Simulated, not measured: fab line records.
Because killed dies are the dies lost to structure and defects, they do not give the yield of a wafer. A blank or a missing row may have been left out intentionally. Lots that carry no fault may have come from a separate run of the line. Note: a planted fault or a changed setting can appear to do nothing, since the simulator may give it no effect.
Which tool did it? -- flow n5Finfet -- 15 lots with 45 wafers sampled at 4 steps, on a route of 1938 steps

== WHAT THE GAUGES SHOWED, per wafer ==
N5_DUMMY_GATE_CD_MEAS_50: the cd target is 14 nm.
lot,measured,on,cdNm (nm)
L497,day 2 23:57,cdSem-01,13.1 14.5 13.6
L498,day 3 08:22,cdSem-03,13.6 13.6 14.2
L499,day 3 11:24,cdSem-01,13.7 13.7 13.9
L501,day 3 22:26,cdSem-01,14.2 13.7 14.2
L502,day 4 03:56,cdSem-01,13.8 14.2 14.3
L505,day 5 00:11,cdSem-02,13.7 13.5 13.5
L507,day 5 14:58,cdSem-01,- - -
L508,day 5 17:38,cdSem-02,- - -
L509,day 5 23:26,cdSem-01,- - -
L510,day 6 07:23,cdSem-03,14.1 13.9 14.1
L514,day 7 09:23,cdSem-03,14.1 14.3 13.8
L517,day 8 03:43,cdSem-03,13.8 13.3 14.2
L518,day 8 04:13,cdSem-03,13.7 13.5 13.4
L519,day 8 11:30,cdSem-01,14.0 13.9 13.8
L520,day 8 15:12,cdSem-01,14.1 14.0 14.2

== WHICH TOOL RAN EACH LOT (tool, then ch and the chambers of the sampled wafers, then the start) ==
lot,N5_STI_FIN_REVEAL_STRIP_24,N5_DUMMY_GATE_PEB_13,N5_DUMMY_GATE_ETCH_37
L497,"rieDiel-01 ch 1,2,3, day 2 11:22","lithoTrack-03 ch 0, day 2 23:23","rieDiel-05 ch 0,1,2, day 2 23:43"
L498,"rieDiel-01 ch 1,2, day 2 18:22","lithoTrack-04 ch 0, day 3 07:47","rieDiel-04 ch 0,1,3, day 3 08:08"
L499,"rieDiel-06 ch 0,2, day 2 23:10","lithoTrack-03 ch 0, day 3 10:50","rieDiel-04 ch 0,2, day 3 11:10"
L501,"rieDiel-01 ch 1,3, day 3 09:34","lithoTrack-03 ch 0, day 3 21:26","rieDiel-05 ch 2,3, day 3 22:07"
L502,"rieDiel-02 ch 0,2,3, day 3 15:53","lithoTrack-02 ch 0, day 4 03:22","rieDiel-04 ch 1,2,3, day 4 03:42"
L505,"rieDiel-06 ch 0,2, day 4 11:16","lithoTrack-04 ch 0, day 4 23:35","rieDiel-05 ch 1,3, day 4 23:56"
L507,"rieDiel-01 ch 0,1,2, day 5 00:54","lithoTrack-04, day 5 14:19","rieDiel-03 ch 0,1,2, day 5 14:40"
L508,"rieDiel-02 ch 0,1,3, day 5 05:29","lithoTrack-03, day 5 17:04","rieDiel-05 ch 0,1,3, day 5 17:24"
L509,"rieDiel-01 ch 0,1,2, day 5 11:10","lithoTrack-03, day 5 22:37","rieDiel-04 ch 0,1, day 5 23:13"
L510,"rieDiel-01 ch 0,1,3, day 5 17:32","lithoTrack-04 ch 0, day 6 06:49","rieDiel-04 ch 1,3, day 6 07:09"
L514,"rieDiel-02 ch 0,1,2, day 6 17:32","lithoTrack-02 ch 0, day 7 08:47","rieDiel-03 ch 0,2, day 7 09:08"
L517,"rieDiel-01 ch 1,3, day 7 15:29","lithoTrack-04 ch 0, day 8 03:08","rieDiel-04 ch 1,3, day 8 03:29"
L518,"rieDiel-06 ch 0,1,3, day 7 15:56","lithoTrack-03 ch 0, day 8 03:38","rieDiel-04 ch 0,1,3, day 8 03:59"
L519,"rieDiel-02 ch 0,1,2, day 7 22:02","lithoTrack-03 ch 0, day 8 10:56","rieDiel-03 ch 0,2, day 8 11:16"
L520,"rieDiel-01 ch 0,1,2, day 8 03:01","lithoTrack-04 ch 0, day 8 14:34","rieDiel-05 ch 0,3, day 8 14:58"
- N5_STI_FIN_REVEAL_STRIP_24: strips in N2/H2, time 90 s.
- N5_DUMMY_GATE_PEB_13: peb time 60 s.
- N5_DUMMY_GATE_ETCH_37: etches SOC in N2/H2, target depth 60 nm, overetch 30 nm.

== AS READ BY THE TOOLS THEMSELVES (means over the sampled wafers that have a number; for cases with no such wafer, the mark the record gives instead) ==
N5_STI_FIN_REVEAL_STRIP_24.
lot,tool,chamberPressureMTorr (mTorr),drypumpMotorCurrentA (A),oesProductAu (a.u.),rfVppV (V),showerheadPlenumPTorr (Torr),throttleValvePct (%)
L497,rieDiel-01,100.04,5.5,0.72,45.5,3.35,12.47
L498,rieDiel-01,99.98,5.8,0.73,45.1,3.41,12.46
L499,rieDiel-06,99.97,5.7,0.88,44.9,3.56,12.09
L501,rieDiel-01,99.92,5.2,0.73,45.5,3.28,12.54
L502,rieDiel-02,99.99,5.8,0.68,45.1,3.33,12.53
L505,rieDiel-06,99.99,5.6,0.80,45.0,3.53,12.39
L507,rieDiel-01,100.02,5.3,0.73,44.9,3.37,12.42
L508,rieDiel-02,100.02,6.0,0.82,46.0,3.39,12.16
L509,rieDiel-01,100.07,5.3,0.73,45.6,3.37,12.43
L510,rieDiel-01,100.05,5.0,0.80,45.0,3.31,12.23
L514,rieDiel-02,100.02,5.9,0.89,45.4,3.44,12.02
L517,rieDiel-01,99.98,5.3,0.84,44.9,3.27,12.16
L518,rieDiel-06,100.05,5.9,0.89,45.3,3.39,11.97
L519,rieDiel-02,99.93,5.9,0.86,45.1,3.44,12.04
L520,rieDiel-01,100.02,5.3,0.81,45.8,3.35,12.27

N5_DUMMY_GATE_PEB_13.
lot,tool,chillPlateTempC (C),exhaustPa (Pa)
L497,lithoTrack-03,22.92,45.3
L498,lithoTrack-04,23.04,45.6
L499,lithoTrack-03,23.17,44.9
L501,lithoTrack-03,22.94,45.4
L502,lithoTrack-02,23.11,44.8
L505,lithoTrack-04,22.86,45.0
L507,lithoTrack-04,-,-
L508,lithoTrack-03,-,-
L509,lithoTrack-03,-,-
L510,lithoTrack-04,23.10,44.8
L514,lithoTrack-02,22.98,44.7
L517,lithoTrack-04,22.92,45.1
L518,lithoTrack-03,22.95,45.7
L519,lithoTrack-03,23.07,45.0
L520,lithoTrack-04,22.95,45.3

N5_DUMMY_GATE_ETCH_37.
lot,tool,chamberPressureMTorr (mTorr),drypumpMotorCurrentA (A),oesProductAu (a.u.),rfVppV (V),showerheadPlenumPTorr (Torr),throttleValvePct (%)
L497,rieDiel-05,29.998,5.77,0.63,525.3,2.59,17.99
L498,rieDiel-04,29.988,5.94,0.64,522.0,2.50,17.82
L499,rieDiel-04,29.983,5.59,0.58,520.6,2.42,17.80
L501,rieDiel-05,29.961,5.97,0.65,523.5,2.54,17.84
L502,rieDiel-04,30.002,5.96,0.62,521.9,2.49,17.81
L505,rieDiel-05,30.002,5.89,0.59,521.6,2.47,17.85
L507,rieDiel-03,29.982,5.86,0.60,523.4,2.54,18.00
L508,rieDiel-05,29.994,5.84,0.57,522.3,2.49,17.98
L509,rieDiel-04,30.011,5.73,0.62,520.8,2.44,17.78
L510,rieDiel-04,30.002,6.08,0.66,522.3,2.51,17.78
L514,rieDiel-03,30.012,5.90,0.61,526.2,2.60,17.93
L517,rieDiel-04,30.003,6.08,0.64,521.9,2.50,17.81
L518,rieDiel-04,29.986,5.92,0.61,522.1,2.48,17.89
L519,rieDiel-03,30.005,6.10,0.59,525.3,2.56,18.03
L520,rieDiel-05,29.967,5.86,0.56,522.3,2.48,18.11

== THE ANSWER, worked out from the rows above alone ==
Rule: what is usual is taken from the lots themselves. The widest of any qualifying gaps counts: lots, ordered by their means at a reading, are off when they make up no more than a third of the lots, leave a main group of 4 or more, and stand apart from it by 3 or more times the standard deviation of that group's means. A main group is skipped when, at the precision printed for the reading in the tables above, its means are all equal. Also off: a lot with no number at a reading for which 4 or more lots have one. All remaining lots with rows at the step are treated as sound. First the gauges in route order, then the tools' own readings, where a lot's mean is used as printed above. The first step at which some lot is off is used, and at that step the reading that is off furthest; a lot without a number counts as furthest.
Off: L507, L508, L509, at N5_DUMMY_GATE_CD_MEAS_50 (cdNm). Without a number there: L507, L508, L509. Mean 13.9 nm and standard deviation 0.19 in the main group.
A tool fits if, at a process step before that reading, it ran every lot that is off, and no sound lot after the first of them. Not tried: the gauges at N5_DUMMY_GATE_CD_MEAS_50; whatever is off there is also off at N5_DUMMY_GATE_PEB_13, on other tools, and gauge error can't account for it. Of those tried, none fits.

== WHAT THE SIMULATOR HAD PUT IN ==
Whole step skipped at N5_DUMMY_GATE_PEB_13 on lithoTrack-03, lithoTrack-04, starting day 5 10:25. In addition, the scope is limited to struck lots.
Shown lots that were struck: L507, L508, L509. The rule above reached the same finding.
